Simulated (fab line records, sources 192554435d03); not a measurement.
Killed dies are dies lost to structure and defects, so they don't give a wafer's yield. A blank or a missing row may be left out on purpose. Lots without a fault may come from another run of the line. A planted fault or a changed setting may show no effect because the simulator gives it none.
Chamber matching | flow n5_finfet | N5_BEOL_M11_STRIP_19 on rie_diel-05: 4 sister chambers
The step strips in O2. 7 wafers are shown with their chamber, then 7 later ones without.

WAFERS WITH THEIR CHAMBER
wafer  | chamber | throttle_valve_pct (%) | oes_product_au (a.u.)
L401.3 | 2       | 17.03                  | 0.70
L408.6 | 3       | 16.58                  | 0.71
L417.2 | 1       | 16.78                  | 0.81
L417.5 | 3       | 16.63                  | 0.70
L417.6 | 0       | 16.47                  | 0.95
L414.2 | 1       | 16.77                  | 0.81
L414.3 | 0       | 16.47                  | 0.94

WAFERS WITHOUT THEIR CHAMBER
wafer  | throttle_valve_pct (%) | oes_product_au (a.u.)
L414.4 | 16.45                  | 0.94
L419.1 | 16.61                  | 0.68
L419.2 | 16.45                  | 0.91
L419.3 | 16.76                  | 0.80
L420.1 | 16.79                  | 0.80
L420.4 | 16.81                  | 0.80
L420.5 | 16.61                  | 0.69

WHICH CHAMBER EACH WENT THROUGH
wafer  | from the rows above | in truth
L414.4 | 0                   | 0
L419.1 | 3                   | 3
L419.2 | 0                   | 0
L419.3 | 1                   | 1
L420.1 | 1                   | 1
L420.4 | 1                   | 1
L420.5 | 3                   | 3
Placed correctly: 7 of 7. Can't be placed from these rows: 0. Placed wrongly: 0.
How it was worked out, from the rows above alone: a wafer's distance from a chamber is the root of the sum, over the readings, of the square of ((its reading less the chamber's mean) divided by the reading's scatter). The wafer belongs to the nearest chamber; if the next one is less than 2 further off, it can't be placed. A chamber's mean is the mean of its shown wafers. The scatter: the root of (the sum of the squares of (reading less its chamber's mean) over the shown wafers, divided by (wafers less chambers)).
